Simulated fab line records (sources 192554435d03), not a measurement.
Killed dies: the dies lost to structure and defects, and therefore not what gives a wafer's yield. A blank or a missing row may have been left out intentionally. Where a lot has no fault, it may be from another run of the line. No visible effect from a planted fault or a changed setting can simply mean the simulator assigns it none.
fab line records || flow n5-finfet || part 2 of 2: steps 18 to 24 of 24
record: {"lots": 5, "wafers": 15, "last-day": 17}
route steps=1938 shown HKMG_FIN@427
lots untouched by any fault: they come from a run of this same line in which no faults occurred
start-h: start of the lot's first displayed wafer, in hours after the record's first day || wait-h: time in hours since the lot's previous step || " unchanged from the row above || L1.1+2: one row covering several wafers at once || - either no value or no given start || * or withheld: withheld || < > ~ a bound
route shown NAME@n: names a module that has steps shown in the file, with the first one's number in the route || usual: mean and standard deviation over wafers with no fault || same: alike in all rows || chamber/n: place in a boat || sites: per-site readings || _std_site: standard deviation across them || _edge_site: the outer-site mean with the inner-site mean subtracted || radius-mm: how far each site lies from the wafer's centre || mask NAME#n: copy n || behind: tool/chamber where the wafer was last shaped || hold: why the lot was held/for how many hours/how that ended || device: whichever transistor did not switch (one of n, p or np) || end of line: at the end of the route, the tests of the same wafers || for a step that has no rows: nothing shown but its recipe || killed: dies lost to structure and defects at the first sort, not the wafer's yield || map: a wafer's dies, marking killed ones x, the rest . and places with no die _
set.NAME: the setting the step ran with; set.NAME@STEP: the setting that earlier step ran with || model.NAME: the simulator's own value behind a step, which no gauge read
lots at some steps of the route; a table a step, a row a wafer
services: a tool's chamber out of use, with start hour (start-h, from the record's first day; less than 0 if before it), hours out, and reason
== steps ==
step: N5_HKMG_FIN_ETCH_86
recipe: {"chemistry": "N2/H2", "target": "SOC", "target-depth-a": 3932, "stop-on": "TiN", "ion-energy-ev": 100, "bias-w": 61, "pressure-mtorr": 30, "source-w": 850, "n2-flow-sccm": 200, "h2-flow-sccm": 200}
usual: {"bias-w": "61.00/0.21", "drypump-motor-current-A": "5.8/0.39", "oes-product-au": "0.77/0.1", "rf-fwd-power-W": "844.3/2.9", "rf-vpp-V": "241.0/1.6", "showerhead-plenum-p-Torr": "2.57/0.1", "throttle-valve-pct": "17.92/0.21"}
{"lot.wafer": "L083.2", "tool": "rie-diel-05", "chamber": 2, "start-h": 129.42, "wait-h": "-", "bias-w": 61.26, "drypump-motor-current-A": 6.0, "oes-product-au": 0.69, "rf-fwd-power-W": 845.1, "rf-hours-counter-h": 208, "rf-vpp-V": 240.7, "showerhead-plenum-p-Torr": 2.62, "throttle-valve-pct": 18.07}
{"lot.wafer": "L083.3", "tool": "rie-diel-05", "chamber": 0, "start-h": 129.42, "wait-h": "-", "bias-w": 61.43, "drypump-motor-current-A": 5.7, "oes-product-au": 0.86, "rf-fwd-power-W": 844.1, "rf-hours-counter-h": 42, "rf-vpp-V": 241.7, "showerhead-plenum-p-Torr": 2.70, "throttle-valve-pct": 18.16}
{"lot.wafer": "L083.4", "tool": "rie-diel-05", "chamber": 1, "start-h": 129.42, "wait-h": "-", "bias-w": 60.84, "drypump-motor-current-A": 5.4, "oes-product-au": 0.67, "rf-fwd-power-W": 841.0, "rf-hours-counter-h": 248, "rf-vpp-V": 241.4, "showerhead-plenum-p-Torr": 2.50, "throttle-valve-pct": 18.06}
{"lot.wafer": "L086.1", "tool": "rie-diel-06", "chamber": 1, "start-h": 153.60, "wait-h": "-", "bias-w": 61.40, "drypump-motor-current-A": 5.2, "oes-product-au": 0.73, "rf-fwd-power-W": 847.1, "rf-hours-counter-h": 184, "rf-vpp-V": 243.0, "showerhead-plenum-p-Torr": 2.63, "throttle-valve-pct": 18.05}
{"lot.wafer": "L086.4", "tool": "rie-diel-06", "chamber": 1, "start-h": 153.60, "wait-h": "-", "bias-w": 60.97, "drypump-motor-current-A": 5.2, "oes-product-au": 0.73, "rf-fwd-power-W": 843.5, "rf-hours-counter-h": "-", "rf-vpp-V": 242.3, "showerhead-plenum-p-Torr": 2.63, "throttle-valve-pct": 18.04}
{"lot.wafer": "L086.5", "tool": "rie-diel-06", "chamber": 1, "start-h": 153.60, "wait-h": "-", "bias-w": 61.15, "drypump-motor-current-A": 5.2, "oes-product-au": 0.74, "rf-fwd-power-W": 844.0, "rf-hours-counter-h": "-", "rf-vpp-V": 241.4, "showerhead-plenum-p-Torr": 2.63, "throttle-valve-pct": 18.05}
{"lot.wafer": "L088.1", "tool": "rie-diel-06", "chamber": 1, "start-h": 168.56, "wait-h": "-", "bias-w": 60.78, "drypump-motor-current-A": 5.2, "oes-product-au": 0.72, "rf-fwd-power-W": 844.6, "rf-hours-counter-h": 191, "rf-vpp-V": 240.1, "showerhead-plenum-p-Torr": 2.63, "throttle-valve-pct": 18.07}
{"lot.wafer": "L088.2", "tool": "rie-diel-06", "chamber": 2, "start-h": 168.56, "wait-h": "-", "bias-w": 60.95, "drypump-motor-current-A": 6.3, "oes-product-au": 0.96, "rf-fwd-power-W": 843.6, "rf-hours-counter-h": 5, "rf-vpp-V": 242.7, "showerhead-plenum-p-Torr": 2.73, "throttle-valve-pct": 17.51}
{"lot.wafer": "L088.5", "tool": "rie-diel-06", "chamber": 1, "start-h": 168.56, "wait-h": "-", "bias-w": 60.74, "drypump-motor-current-A": 5.2, "oes-product-au": 0.73, "rf-fwd-power-W": 846.9, "rf-hours-counter-h": "-", "rf-vpp-V": 240.5, "showerhead-plenum-p-Torr": 2.63, "throttle-valve-pct": 18.05}
{"lot.wafer": "L093.2", "tool": "rie-diel-05", "chamber": 0, "start-h": 192.98, "wait-h": "-", "bias-w": 60.87, "drypump-motor-current-A": 5.8, "oes-product-au": 0.83, "rf-fwd-power-W": 841.6, "rf-hours-counter-h": 63, "rf-vpp-V": 242.1, "showerhead-plenum-p-Torr": 2.69, "throttle-valve-pct": 18.20}
{"lot.wafer": "L093.4", "tool": "rie-diel-05", "chamber": 2, "start-h": 192.98, "wait-h": "-", "bias-w": 61.20, "drypump-motor-current-A": 6.0, "oes-product-au": 0.67, "rf-fwd-power-W": 848.2, "rf-hours-counter-h": 235, "rf-vpp-V": 241.7, "showerhead-plenum-p-Torr": 2.61, "throttle-valve-pct": 18.14}
{"lot.wafer": "L093.5", "tool": "rie-diel-05", "chamber": 3, "start-h": 192.98, "wait-h": "-", "bias-w": 61.05, "drypump-motor-current-A": 5.7, "oes-product-au": 0.92, "rf-fwd-power-W": 845.7, "rf-hours-counter-h": "-", "rf-vpp-V": 241.0, "showerhead-plenum-p-Torr": 2.49, "throttle-valve-pct": 17.65}
{"lot.wafer": "L095.1", "tool": "rie-diel-06", "chamber": 1, "start-h": 205.03, "wait-h": "-", "bias-w": 60.99, "drypump-motor-current-A": 5.2, "oes-product-au": 0.70, "rf-fwd-power-W": 842.0, "rf-hours-counter-h": 209, "rf-vpp-V": 241.8, "showerhead-plenum-p-Torr": 2.62, "throttle-valve-pct": 18.10}
{"lot.wafer": "L095.2", "tool": "rie-diel-06", "chamber": 2, "start-h": 205.03, "wait-h": "-", "bias-w": 61.29, "drypump-motor-current-A": 6.3, "oes-product-au": 0.92, "rf-fwd-power-W": 848.1, "rf-hours-counter-h": 22, "rf-vpp-V": 242.3, "showerhead-plenum-p-Torr": 2.72, "throttle-valve-pct": 17.55}
{"lot.wafer": "L095.3", "tool": "rie-diel-06", "chamber": 0, "start-h": 205.03, "wait-h": "-", "bias-w": 60.91, "drypump-motor-current-A": 5.7, "oes-product-au": 0.94, "rf-fwd-power-W": 848.9, "rf-hours-counter-h": 11, "rf-vpp-V": 243.5, "showerhead-plenum-p-Torr": 2.71, "throttle-valve-pct": 17.66}
step: N5_HKMG_FIN_STRIP_89
recipe: {"chemistry": "N2/H2", "material": "SOC", "time-s": 20, "power-w": 500, "temp-c": 40, "pressure-mtorr": 50, "rf-frequency-hz": 6e+07, "bias-power-w": 8, "h2-frac": 0.5, "n2-flow-sccm": 300, "h2-flow-sccm": 300}
usual: {"drypump-motor-current-A": "5.8/0.39", "oes-product-au": "0.78/0.11", "rf-fwd-power-W": "497.2/1.6", "rf-vpp-V": "54.3/0.87", "showerhead-plenum-p-Torr": "3.40/0.13", "throttle-valve-pct": "19.08/0.24"}
{"lot.wafer": "L083.2", "tool": "rie-diel-05", "chamber": 2, "start-h": 129.48, "wait-h": 0.0, "drypump-motor-current-A": 6.0, "oes-product-au": 0.70, "rf-fwd-power-W": 497.6, "rf-hours-counter-h": 208, "rf-vpp-V": 55.1, "showerhead-plenum-p-Torr": 3.46, "throttle-valve-pct": 19.07}
{"lot.wafer": "L083.3", "tool": "rie-diel-05", "chamber": 0, "start-h": 129.48, "wait-h": 0.0, "drypump-motor-current-A": 5.8, "oes-product-au": 0.87, "rf-fwd-power-W": 498.9, "rf-hours-counter-h": 42, "rf-vpp-V": 56.1, "showerhead-plenum-p-Torr": 3.56, "throttle-valve-pct": 19.40}
{"lot.wafer": "L083.4", "tool": "rie-diel-05", "chamber": 1, "start-h": 129.48, "wait-h": 0.0, "drypump-motor-current-A": 5.5, "oes-product-au": 0.68, "rf-fwd-power-W": 494.6, "rf-hours-counter-h": 248, "rf-vpp-V": 55.9, "showerhead-plenum-p-Torr": 3.31, "throttle-valve-pct": 19.52}
{"lot.wafer": "L086.1", "tool": "rie-diel-06", "chamber": 1, "start-h": 153.69, "wait-h": 0.1, "drypump-motor-current-A": 5.2, "oes-product-au": 0.74, "rf-fwd-power-W": 497.1, "rf-hours-counter-h": 185, "rf-vpp-V": 55.8, "showerhead-plenum-p-Torr": 3.47, "throttle-valve-pct": 19.01}
{"lot.wafer": "L086.4", "tool": "rie-diel-06", "chamber": 1, "start-h": 153.69, "wait-h": 0.1, "drypump-motor-current-A": 5.2, "oes-product-au": 0.73, "rf-fwd-power-W": 496.2, "rf-hours-counter-h": "-", "rf-vpp-V": 54.5, "showerhead-plenum-p-Torr": 3.47, "throttle-valve-pct": 19.00}
{"lot.wafer": "L086.5", "tool": "rie-diel-06", "chamber": 1, "start-h": 153.69, "wait-h": 0.1, "drypump-motor-current-A": 5.2, "oes-product-au": 0.74, "rf-fwd-power-W": 495.4, "rf-hours-counter-h": "-", "rf-vpp-V": 53.6, "showerhead-plenum-p-Torr": 3.47, "throttle-valve-pct": 19.00}
{"lot.wafer": "L088.1", "tool": "rie-diel-06", "chamber": 1, "start-h": 168.62, "wait-h": 0.0, "drypump-motor-current-A": 5.2, "oes-product-au": 0.73, "rf-fwd-power-W": 497.5, "rf-hours-counter-h": 191, "rf-vpp-V": 54.9, "showerhead-plenum-p-Torr": 3.46, "throttle-valve-pct": 19.03}
{"lot.wafer": "L088.2", "tool": "rie-diel-06", "chamber": 2, "start-h": 168.62, "wait-h": 0.0, "drypump-motor-current-A": 6.3, "oes-product-au": 0.96, "rf-fwd-power-W": 496.2, "rf-hours-counter-h": 5, "rf-vpp-V": 55.1, "showerhead-plenum-p-Torr": 3.59, "throttle-valve-pct": 18.69}
{"lot.wafer": "L088.5", "tool": "rie-diel-06", "chamber": 1, "start-h": 168.62, "wait-h": 0.0, "drypump-motor-current-A": 5.2, "oes-product-au": 0.73, "rf-fwd-power-W": 501.3, "rf-hours-counter-h": "-", "rf-vpp-V": 54.0, "showerhead-plenum-p-Torr": 3.46, "throttle-valve-pct": 19.02}
{"lot.wafer": "L093.2", "tool": "rie-diel-05", "chamber": 0, "start-h": 193.04, "wait-h": 0.0, "drypump-motor-current-A": 5.8, "oes-product-au": 0.84, "rf-fwd-power-W": 500.4, "rf-hours-counter-h": 63, "rf-vpp-V": 54.6, "showerhead-plenum-p-Torr": 3.55, "throttle-valve-pct": 19.44}
{"lot.wafer": "L093.4", "tool": "rie-diel-05", "chamber": 2, "start-h": 193.04, "wait-h": 0.0, "drypump-motor-current-A": 6.0, "oes-product-au": 0.68, "rf-fwd-power-W": 498.7, "rf-hours-counter-h": 235, "rf-vpp-V": 53.4, "showerhead-plenum-p-Torr": 3.45, "throttle-valve-pct": 19.12}
{"lot.wafer": "L093.5", "tool": "rie-diel-05", "chamber": 3, "start-h": 193.04, "wait-h": 0.0, "drypump-motor-current-A": 5.7, "oes-product-au": 0.92, "rf-fwd-power-W": 496.1, "rf-hours-counter-h": "-", "rf-vpp-V": 54.2, "showerhead-plenum-p-Torr": 3.29, "throttle-valve-pct": 18.87}
{"lot.wafer": "L095.1", "tool": "rie-diel-06", "chamber": 1, "start-h": 205.09, "wait-h": 0.0, "drypump-motor-current-A": 5.2, "oes-product-au": 0.73, "rf-fwd-power-W": 495.8, "rf-hours-counter-h": 209, "rf-vpp-V": 53.3, "showerhead-plenum-p-Torr": 3.45, "throttle-valve-pct": 19.02}
{"lot.wafer": "L095.2", "tool": "rie-diel-06", "chamber": 2, "start-h": 205.09, "wait-h": 0.0, "drypump-motor-current-A": 6.3, "oes-product-au": 0.91, "rf-fwd-power-W": 496.3, "rf-hours-counter-h": 22, "rf-vpp-V": 53.4, "showerhead-plenum-p-Torr": 3.58, "throttle-valve-pct": 18.71}
{"lot.wafer": "L095.3", "tool": "rie-diel-06", "chamber": 0, "start-h": 205.09, "wait-h": 0.0, "drypump-motor-current-A": 5.7, "oes-product-au": 0.95, "rf-fwd-power-W": 499.0, "rf-hours-counter-h": 11, "rf-vpp-V": 54.2, "showerhead-plenum-p-Torr": 3.57, "throttle-valve-pct": 18.76}
step: N5_HKMG_FIN_WET_ETCH_87
recipe: {"chemistry": "SC1", "target": "TiN", "mix": "1:2:40", "temp-c": 50, "time-s": 154.2, "target-depth-nm": 4.7, "dry": "ipa-marangoni", "rinse-time-s": 30, "rinse-temp-c": 23}
usual: {"nh4oh-flow-mL-min": "34.88/0.11"}
{"lot.wafer": "L083.2", "tool": "wet-bench-05", "chamber": 0, "start-h": 129.58, "wait-h": 0.1, "nh4oh-flow-mL-min": 35.06}
{"lot.wafer": "L083.3", "tool": "wet-bench-05", "chamber": 7, "start-h": 129.58, "wait-h": 0.1, "nh4oh-flow-mL-min": 34.95}
{"lot.wafer": "L083.4", "tool": "wet-bench-05", "chamber": 6, "start-h": 129.58, "wait-h": 0.1, "nh4oh-flow-mL-min": 34.94}
{"lot.wafer": "L086.1", "tool": "wet-bench-04", "chamber": 1, "start-h": 153.82, "wait-h": 0.1, "nh4oh-flow-mL-min": 34.90}
{"lot.wafer": "L086.4", "tool": "wet-bench-04", "chamber": 6, "start-h": 153.82, "wait-h": 0.1, "nh4oh-flow-mL-min": 35.20}
{"lot.wafer": "L086.5", "tool": "wet-bench-04", "chamber": 7, "start-h": 153.82, "wait-h": 0.1, "nh4oh-flow-mL-min": 34.82}
{"lot.wafer": "L088.1", "tool": "wet-bench-02", "chamber": 0, "start-h": 168.72, "wait-h": 0.1, "nh4oh-flow-mL-min": 34.88}
{"lot.wafer": "L088.2", "tool": "wet-bench-02", "chamber": 4, "start-h": 168.72, "wait-h": 0.1, "nh4oh-flow-mL-min": 34.77}
{"lot.wafer": "L088.5", "tool": "wet-bench-02", "chamber": 6, "start-h": 168.72, "wait-h": 0.1, "nh4oh-flow-mL-min": 35.02}
{"lot.wafer": "L093.2", "tool": "wet-bench-02", "chamber": 3, "start-h": 193.14, "wait-h": 0.1, "nh4oh-flow-mL-min": 34.86}
{"lot.wafer": "L093.4", "tool": "wet-bench-02", "chamber": 0, "start-h": 193.14, "wait-h": 0.1, "nh4oh-flow-mL-min": 34.86}
{"lot.wafer": "L093.5", "tool": "wet-bench-02", "chamber": 2, "start-h": 193.14, "wait-h": 0.1, "nh4oh-flow-mL-min": 34.81}
{"lot.wafer": "L095.1", "tool": "wet-bench-02", "chamber": 5, "start-h": 205.19, "wait-h": 0.1, "nh4oh-flow-mL-min": 34.91}
{"lot.wafer": "L095.2", "tool": "wet-bench-02", "chamber": 1, "start-h": 205.19, "wait-h": 0.1, "nh4oh-flow-mL-min": 34.86}
{"lot.wafer": "L095.3", "tool": "wet-bench-02", "chamber": 2, "start-h": 205.19, "wait-h": 0.1, "nh4oh-flow-mL-min": 34.85}
step: N5_HKMG_FIN_STRIP_88
recipe: {"chemistry": "N2/H2", "power-w": 2500, "temp-c": 300, "h2-frac": 0.65, "time-s": 360, "pressure-mtorr": "withheld", "n2-flow-sccm": 1750, "h2-flow-sccm": 3250}
usual: {"drypump-motor-current-A": "5.6/0.41", "heater-power-w": "449/59"}
{"lot.wafer": "L083.2", "tool": "plasma-asher-02", "chamber": 0, "start-h": 129.67, "wait-h": 0.0, "drypump-motor-current-A": 5.3, "heater-power-w": 535, "rf-hours-counter-h": 51}
{"lot.wafer": "L083.3", "tool": "plasma-asher-02", "chamber": 1, "start-h": 129.67, "wait-h": 0.0, "drypump-motor-current-A": 5.9, "heater-power-w": 421, "rf-hours-counter-h": "-"}
{"lot.wafer": "L083.4", "tool": "plasma-asher-02", "chamber": 0, "start-h": 129.67, "wait-h": 0.0, "drypump-motor-current-A": 5.3, "heater-power-w": 533, "rf-hours-counter-h": "-"}
{"lot.wafer": "L086.1", "tool": "plasma-asher-02", "chamber": 1, "start-h": 153.92, "wait-h": 0.0, "drypump-motor-current-A": 5.9, "heater-power-w": 415, "rf-hours-counter-h": 55}
{"lot.wafer": "L086.4", "tool": "plasma-asher-02", "chamber": 0, "start-h": 153.92, "wait-h": 0.0, "drypump-motor-current-A": 5.3, "heater-power-w": 546, "rf-hours-counter-h": "-"}
{"lot.wafer": "L086.5", "tool": "plasma-asher-02", "chamber": 0, "start-h": 153.92, "wait-h": 0.0, "drypump-motor-current-A": 5.3, "heater-power-w": 544, "rf-hours-counter-h": "-"}
{"lot.wafer": "L088.1", "tool": "plasma-asher-01", "chamber": 1, "start-h": 168.81, "wait-h": 0.0, "drypump-motor-current-A": 6.2, "heater-power-w": 399, "rf-hours-counter-h": 99}
{"lot.wafer": "L088.2", "tool": "plasma-asher-01", "chamber": 0, "start-h": 168.81, "wait-h": 0.0, "drypump-motor-current-A": 5.1, "heater-power-w": 417, "rf-hours-counter-h": 99}
{"lot.wafer": "L088.5", "tool": "plasma-asher-01", "chamber": 0, "start-h": 168.81, "wait-h": 0.0, "drypump-motor-current-A": 5.1, "heater-power-w": 407, "rf-hours-counter-h": "-"}
{"lot.wafer": "L093.2", "tool": "plasma-asher-02", "chamber": 1, "start-h": 193.23, "wait-h": 0.0, "drypump-motor-current-A": 5.9, "heater-power-w": 427, "rf-hours-counter-h": 63}
{"lot.wafer": "L093.4", "tool": "plasma-asher-02", "chamber": 0, "start-h": 193.23, "wait-h": 0.0, "drypump-motor-current-A": 5.3, "heater-power-w": 537, "rf-hours-counter-h": "-"}
{"lot.wafer": "L093.5", "tool": "plasma-asher-02", "chamber": 0, "start-h": 193.23, "wait-h": 0.0, "drypump-motor-current-A": 5.3, "heater-power-w": 535, "rf-hours-counter-h": "-"}
{"lot.wafer": "L095.1", "tool": "plasma-asher-02", "chamber": 1, "start-h": 205.28, "wait-h": 0.0, "drypump-motor-current-A": 6.0, "heater-power-w": 417, "rf-hours-counter-h": 66}
{"lot.wafer": "L095.2", "tool": "plasma-asher-02", "chamber": 0, "start-h": 205.28, "wait-h": 0.0, "drypump-motor-current-A": 5.3, "heater-power-w": 549, "rf-hours-counter-h": 66}
{"lot.wafer": "L095.3", "tool": "plasma-asher-02", "chamber": 1, "start-h": 205.28, "wait-h": 0.0, "drypump-motor-current-A": 5.9, "heater-power-w": 409, "rf-hours-counter-h": "-"}
step: N5_HKMG_FIN_NWFM_ALD_20
recipe: {"material": "TiAlC", "target-thk-a": 20, "temp-c": 300, "ald-precursor-family": "TiCl4", "ald-co-reactant": "TEA", "pulse-time-s": 3, "purge-time-s": 2, "co-reactant-purge-time-s": 2, "co-reactant-pulse-time-s": 10, "ald-cycles": 7, "pressure-torr": 3}
usual: {"heater-power-w": "512/66", "precursor-pulse-height-rel": "1.004/0.021"}
same: {"purge-time-s": 2}
{"lot.wafer": "L083.2", "tool": "ald-metal-04", "chamber": 1, "start-h": 130.05, "wait-h": 0.3, "heater-power-w": 430, "precursor-pulse-height-rel": 0.983}
{"lot.wafer": "L083.3", "tool": "ald-metal-04", "chamber": 3, "start-h": 130.05, "wait-h": 0.3, "heater-power-w": 505, "precursor-pulse-height-rel": 0.999}
{"lot.wafer": "L083.4", "tool": "ald-metal-04", "chamber": 1, "start-h": 130.05, "wait-h": 0.3, "heater-power-w": 421, "precursor-pulse-height-rel": 1.023}
{"lot.wafer": "L086.1", "tool": "ald-metal-02", "chamber": 2, "start-h": 154.30, "wait-h": 0.3, "heater-power-w": 593, "precursor-pulse-height-rel": 0.972}
{"lot.wafer": "L086.4", "tool": "ald-metal-02", "chamber": 0, "start-h": 154.30, "wait-h": 0.3, "heater-power-w": 477, "precursor-pulse-height-rel": 0.996}
{"lot.wafer": "L086.5", "tool": "ald-metal-02", "chamber": 3, "start-h": 154.30, "wait-h": 0.3, "heater-power-w": 605, "precursor-pulse-height-rel": 1.012}
{"lot.wafer": "L088.1", "tool": "ald-metal-01", "chamber": 1, "start-h": 169.19, "wait-h": 0.3, "heater-power-w": 604, "precursor-pulse-height-rel": 0.960}
{"lot.wafer": "L088.2", "tool": "ald-metal-01", "chamber": 0, "start-h": 169.19, "wait-h": 0.3, "heater-power-w": 488, "precursor-pulse-height-rel": 0.982}
{"lot.wafer": "L088.5", "tool": "ald-metal-01", "chamber": 3, "start-h": 169.19, "wait-h": 0.3, "heater-power-w": 543, "precursor-pulse-height-rel": 1.006}
{"lot.wafer": "L093.2", "tool": "ald-metal-01", "chamber": 3, "start-h": 193.61, "wait-h": 0.3, "heater-power-w": 516, "precursor-pulse-height-rel": 1.000}
{"lot.wafer": "L093.4", "tool": "ald-metal-01", "chamber": 0, "start-h": 193.61, "wait-h": 0.3, "heater-power-w": 487, "precursor-pulse-height-rel": 0.979}
{"lot.wafer": "L093.5", "tool": "ald-metal-01", "chamber": 0, "start-h": 193.61, "wait-h": 0.3, "heater-power-w": 481, "precursor-pulse-height-rel": 1.018}
{"lot.wafer": "L095.1", "tool": "ald-metal-04", "chamber": 3, "start-h": 205.67, "wait-h": 0.3, "heater-power-w": 513, "precursor-pulse-height-rel": 1.015}
{"lot.wafer": "L095.2", "tool": "ald-metal-04", "chamber": 0, "start-h": 205.67, "wait-h": 0.3, "heater-power-w": 393, "precursor-pulse-height-rel": 1.034}
{"lot.wafer": "L095.3", "tool": "ald-metal-04", "chamber": 1, "start-h": 205.67, "wait-h": 0.3, "heater-power-w": 420, "precursor-pulse-height-rel": 1.036}
step: N5_HKMG_FIN_ALD_71
recipe: {"material": "TiN", "target-thk-a": 10, "temp-c": 400, "ald-precursor-family": "TiCl4", "ald-co-reactant": "NH3", "pulse-time-s": 1, "purge-time-s": 3, "co-reactant-purge-time-s": 2, "co-reactant-pulse-time-s": 2, "ald-cycles": 47, "pressure-torr": 3}
usual: {"heater-power-w": "914/120", "precursor-pulse-height-rel": "0.999/0.021"}
same: {"purge-time-s": 3}
{"lot.wafer": "L083.2", "tool": "ald-metal-04", "chamber": 1, "start-h": 130.15, "wait-h": 0.0, "heater-power-w": 742, "precursor-pulse-height-rel": 1.014}
{"lot.wafer": "L083.3", "tool": "ald-metal-04", "chamber": 3, "start-h": 130.15, "wait-h": 0.0, "heater-power-w": 893, "precursor-pulse-height-rel": 0.982}
{"lot.wafer": "L083.4", "tool": "ald-metal-04", "chamber": 1, "start-h": 130.15, "wait-h": 0.0, "heater-power-w": 762, "precursor-pulse-height-rel": 1.027}
{"lot.wafer": "L086.1", "tool": "ald-metal-02", "chamber": 2, "start-h": 154.40, "wait-h": 0.0, "heater-power-w": 1075, "precursor-pulse-height-rel": 1.022}
{"lot.wafer": "L086.4", "tool": "ald-metal-02", "chamber": 0, "start-h": 154.40, "wait-h": 0.0, "heater-power-w": 843, "precursor-pulse-height-rel": 1.018}
{"lot.wafer": "L086.5", "tool": "ald-metal-02", "chamber": 3, "start-h": 154.40, "wait-h": 0.0, "heater-power-w": 1079, "precursor-pulse-height-rel": 0.968}
{"lot.wafer": "L088.1", "tool": "ald-metal-01", "chamber": 1, "start-h": 169.29, "wait-h": 0.0, "heater-power-w": 1107, "precursor-pulse-height-rel": 1.015}
{"lot.wafer": "L088.2", "tool": "ald-metal-01", "chamber": 0, "start-h": 169.29, "wait-h": 0.0, "heater-power-w": 871, "precursor-pulse-height-rel": 0.980}
{"lot.wafer": "L088.5", "tool": "ald-metal-01", "chamber": 3, "start-h": 169.29, "wait-h": 0.0, "heater-power-w": 974, "precursor-pulse-height-rel": 0.968}
{"lot.wafer": "L093.2", "tool": "ald-metal-01", "chamber": 3, "start-h": 193.71, "wait-h": 0.0, "heater-power-w": 949, "precursor-pulse-height-rel": 0.962}
{"lot.wafer": "L093.4", "tool": "ald-metal-01", "chamber": 0, "start-h": 193.71, "wait-h": 0.0, "heater-power-w": 865, "precursor-pulse-height-rel": 1.007}
{"lot.wafer": "L093.5", "tool": "ald-metal-01", "chamber": 0, "start-h": 193.71, "wait-h": 0.0, "heater-power-w": 895, "precursor-pulse-height-rel": 0.995}
{"lot.wafer": "L095.1", "tool": "ald-metal-04", "chamber": 3, "start-h": 205.77, "wait-h": 0.0, "heater-power-w": 880, "precursor-pulse-height-rel": 1.019}
{"lot.wafer": "L095.2", "tool": "ald-metal-04", "chamber": 0, "start-h": 205.77, "wait-h": 0.0, "heater-power-w": 698, "precursor-pulse-height-rel": 0.980}
{"lot.wafer": "L095.3", "tool": "ald-metal-04", "chamber": 1, "start-h": 205.77, "wait-h": 0.0, "heater-power-w": 756, "precursor-pulse-height-rel": 1.036}
step: N5_HKMG_FIN_COAT_66
recipe: {"resist": "SOC", "temp-c": 250, "time-s": 60, "spin-rpm": 1500, "resist-thk-nm": 300}
{"lot.wafer": "L083.2+3+4", "tool": "litho-track-02", "chamber": 0, "start-h": 130.43, "wait-h": 0.2}
{"lot.wafer": "L086.1+4+5", "tool": "litho-track-04", "chamber": 0, "start-h": 154.68, "wait-h": 0.2}
{"lot.wafer": "L088.1+2+5", "tool": "litho-track-02", "chamber": 0, "start-h": 169.56, "wait-h": 0.2}
{"lot.wafer": "L093.2+4+5", "tool": "litho-track-04", "chamber": 0, "start-h": 193.99, "wait-h": 0.2}
{"lot.wafer": "L095.1+2+3", "tool": "litho-track-04", "chamber": 0, "start-h": 206.05, "wait-h": 0.2}
== services ==
{"tool": "rie-diel-05", "chamber": 3, "start-h": 111.83, "hours": 8.0, "kind": "repair"}
{"tool": "arfi-scanner-03", "chamber": "-", "start-h": 112.51, "hours": 3.9, "kind": "pm"}
{"tool": "arfi-scanner-01", "chamber": "-", "start-h": 114.56, "hours": 0.2, "kind": "repair"}
{"tool": "rie-diel-05", "chamber": 2, "start-h": 116.00, "hours": 12.2, "kind": "repair"}
{"tool": "arfi-scanner-01", "chamber": "-", "start-h": 117.71, "hours": 1.3, "kind": "pm"}
{"tool": "arfi-scanner-02", "chamber": "-", "start-h": 121.17, "hours": 1.0, "kind": "pm"}
{"tool": "arfi-scanner-02", "chamber": "-", "start-h": 127.05, "hours": 1.2, "kind": "repair"}
{"tool": "ald-metal-04", "chamber": 0, "start-h": 129.40, "hours": 5.1, "kind": "repair"}
{"tool": "wet-bench-02", "chamber": "-", "start-h": 131.98, "hours": 11.2, "kind": "repair"}
{"tool": "rie-diel-05", "chamber": 0, "start-h": 132.36, "hours": 12.9, "kind": "repair"}
{"tool": "rie-diel-06", "chamber": 0, "start-h": 144.48, "hours": 15.5, "kind": "repair"}
{"tool": "arfi-scanner-03", "chamber": "-", "start-h": 146.52, "hours": 1.0, "kind": "pm"}
{"tool": "rie-diel-06", "chamber": "-", "start-h": 159.76, "hours": 0.7, "kind": "repair"}
{"tool": "arfi-scanner-03", "chamber": "-", "start-h": 162.29, "hours": 0.5, "kind": "repair"}
{"tool": "arfi-scanner-02", "chamber": "-", "start-h": 166.35, "hours": 4.9, "kind": "pm"}
{"tool": "arfi-scanner-02", "chamber": "-", "start-h": 173.39, "hours": 0.4, "kind": "repair"}
{"tool": "ald-metal-04", "chamber": "-", "start-h": 174.30, "hours": 1.4, "kind": "repair"}
{"tool": "arfi-scanner-02", "chamber": "-", "start-h": 184.26, "hours": 1.0, "kind": "pm"}
{"tool": "arfi-scanner-02", "chamber": "-", "start-h": 185.72, "hours": 1.3, "kind": "pm"}
{"tool": "ald-metal-04", "chamber": 2, "start-h": 192.04, "hours": 18.5, "kind": "repair"}
{"tool": "ald-metal-01", "chamber": "-", "start-h": 197.01, "hours": 14.6, "kind": "pm"}
{"tool": "arfi-scanner-02", "chamber": "-", "start-h": 197.12, "hours": 1.2, "kind": "repair"}
{"tool": "ald-metal-04", "chamber": "-", "start-h": 197.69, "hours": 6.0, "kind": "pm"}
{"tool": "rie-diel-05", "chamber": "-", "start-h": 202.85, "hours": 11.3, "kind": "repair"}
